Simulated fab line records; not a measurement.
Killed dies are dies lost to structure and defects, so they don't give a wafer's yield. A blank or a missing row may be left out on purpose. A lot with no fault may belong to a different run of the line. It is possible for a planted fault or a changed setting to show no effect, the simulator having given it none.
Which tool was responsible? | flow n5 finfet | 22 wafers from 8 lots sampled at 4 of the route's 1938 steps

== WHAT THE GAUGES SHOWED, per wafer ==
N5_BEOL_M4_OCD_MEAS_38.
lot  | measured     | on     | trench depth nm (nm)
L215 | day 8 23:40  | ocd-02 | 53.0 55.0 54.7
L216 | day 9 04:17  | ocd-02 | 54.8 55.3 55.0
L217 | day 9 21:10  | ocd-02 | 55.7 54.5 56.3
L219 | day 9 23:04  | ocd-01 | 39.7 54.5
L221 | day 10 07:01 | ocd-02 | 40.4 54.7
L223 | day 11 03:05 | ocd-01 | 57.1 53.8 57.5
L231 | day 13 12:53 | ocd-02 | 57.0 56.1 56.9
L234 | day 14 19:02 | ocd-02 | 56.0 56.9 54.4

== WHAT TOOL EACH LOT RAN ON (gives the tool, then ch and the chambers of the sampled wafers, and finally the start) ==
lot  | N5_BEOL_M4_DESCUM_33               | N5_BEOL_M4_ALD_98                 | N5_BEOL_M4_TRENCH_ETCH_37
L215 | rie diel-02 ch 1,2, day 8 19:05    | ald sin-04 ch 2,3, day 8 19:23    | rie diel-02 ch 0,1,3, day 8 23:31
L216 | rie diel-01 ch 0,1,2, day 8 23:31  | ald sin-02 ch 2,3, day 8 23:39    | rie diel-02 ch 0,3, day 9 04:08
L217 | rie diel-02 ch 1,2,3, day 9 12:28  | ald sin-04 ch 2,3, day 9 12:40    | rie diel-01 ch 0,2, day 9 21:00
L219 | rie diel-01 ch 1, day 9 16:34      | ald sin-02 ch 0, day 9 18:01      | rie diel-02 ch 0, day 9 22:55
L221 | rie diel-01 ch 2, day 10 05:31     | ald sin-04 ch 1,2, day 10 06:12   | rie diel-02 ch 2,3, day 10 06:52
L223 | rie diel-06 ch 1,2,3, day 11 00:46 | ald sin-02 ch 0,1,2, day 11 00:54 | rie diel-01 ch 0,1,3, day 11 02:56
L231 | rie diel-02 ch 0,1,2, day 13 07:46 | ald sin-03 ch 1,3, day 13 07:54   | rie diel-01 ch 1,2, day 13 12:44
L234 | rie diel-01 ch 2,3, day 14 08:08   | ald sin-04 ch 0,2,3, day 14 08:34 | rie diel-02 ch 0,3, day 14 18:52
- N5_BEOL_M4_DESCUM_33: chemistry O2, time 7 s.
- N5_BEOL_M4_ALD_98: deposits SiO2, target thk 2.5 nm, pulse time 1 s, co reactant pulse time 1 s.
- N5_BEOL_M4_TRENCH_ETCH_37: etches SiOC in C4F6/O2, target depth 55.555 nm, time 29.2 s.

== THE ANSWER, worked out from the rows above alone ==
Rule: the lots themselves supply what counts as usual. The widest of any qualifying gaps counts: lots, ordered by their means at a reading, are off when they make up no more than a third of the lots, leave a main group of 4 or more, and stand apart from it by 3 or more times the standard deviation of that group's means. A main group whose means are all the same, to the digits that the tables above print for the reading, isn't used. A lot without any number at a reading at which 4 lots or more have one is off too. Where the step has rows for the other lots, those lots are counted as sound.
Off: L219, L221 (N5_BEOL_M4_OCD_MEAS_38, trench depth nm). For the main group the mean is 55.6 nm and the standard deviation 0.78.
A tool fits if, at a process step before that reading, it ran every lot that is off, and no sound lot after the first of them. Those tools and the gauges at N5_BEOL_M4_OCD_MEAS_38 are tried in the same way. Not one of the candidates tried fits.

== WHAT WAS PUT IN BY THE SIMULATOR ==
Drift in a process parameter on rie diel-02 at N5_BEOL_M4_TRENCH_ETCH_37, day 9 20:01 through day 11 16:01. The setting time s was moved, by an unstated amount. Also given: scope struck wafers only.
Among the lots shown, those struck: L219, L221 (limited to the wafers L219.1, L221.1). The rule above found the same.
